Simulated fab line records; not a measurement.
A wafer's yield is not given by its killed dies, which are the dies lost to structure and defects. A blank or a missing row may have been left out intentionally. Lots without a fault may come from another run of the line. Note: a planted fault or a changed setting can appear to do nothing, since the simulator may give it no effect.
Matching of chambers + flow nand-harc + NHARC_A_STAIRCASE_ALD_420 on ald-hk-03: 4 sister chambers
The step deposits SiO2, target thk 20 nm, pulse time 6 s, ald cycles 200. 8 wafers are shown with their chamber, then 12 later ones without.

## WAFERS PAIRED WITH THEIR CHAMBERS
| wafer  | chamber | heater-power-w (W) | precursor-pulse-height-rel |
|--------|---------|--------------------|----------------------------|
| L087.5 | 0       | 457                | 0.990                      |
| L087.2 | 0       | 467                | 1.015                      |
| L088.1 | 1       | 428                | 1.034                      |
| L088.3 | 2       | 515                | 1.001                      |
| L088.6 | 1       | 438                | 1.009                      |
| L090.2 | 3       | 473                | 1.013                      |
| L090.4 | 2       | 521                | 0.982                      |
| L090.5 | 3       | 466                | 1.005                      |

## WAFERS WITH NO CHAMBER GIVEN
| wafer  | heater-power-w (W) | precursor-pulse-height-rel |
|--------|--------------------|----------------------------|
| L094.2 | 520                | 0.963                      |
| L094.5 | 469                | 0.979                      |
| L094.6 | 450                | 1.017                      |
| L093.1 | 473                | 0.991                      |
| L093.2 | 478                | 0.980                      |
| L093.6 | 446                | 0.979                      |
| L096.1 | 474                | 0.982                      |
| L096.4 | 432                | 0.991                      |
| L096.5 | 527                | 0.989                      |
| L097.3 | 435                | 1.013                      |
| L097.4 | 530                | 1.003                      |
| L097.6 | 479                | 0.989                      |

## WHICH CHAMBER EACH ONE RAN IN
| wafer  | from the rows above          | in truth |
|--------|------------------------------|----------|
| L094.2 | 2                            | 2        |
| L094.5 | can't be placed: 0 or 3      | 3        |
| L094.6 | can't be placed: 0 or 1 or 3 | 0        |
| L093.1 | can't be placed: 3 or 0      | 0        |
| L093.2 | can't be placed: 3 or 0      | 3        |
| L093.6 | can't be placed: 0 or 1 or 3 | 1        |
| L096.1 | can't be placed: 3 or 0      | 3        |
| L096.4 | 1                            | 1        |
| L096.5 | 2                            | 2        |
| L097.3 | 1                            | 1        |
| L097.4 | 2                            | 2        |
| L097.6 | can't be placed: 3 or 0      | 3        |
Correct placement for 5 of the 12. Can't be placed from these rows: 7 (the true chamber is among the candidates in 7). Wrongly placed: 0.
How it was worked out, from the rows above alone: a wafer's distance from a chamber is the root of the sum, over the readings, of the square of ((its reading less the chamber's mean) divided by the reading's scatter). If the next closest chamber is less than 2 further off than the closest, the wafer can't be placed; otherwise it belongs to the closest. The mean given for a chamber averages the wafers shown for that chamber. How the scatter is found: for the shown wafers, subtract from each reading the mean of its chamber, square and add these, divide the total by (wafers less chambers), then take the root.
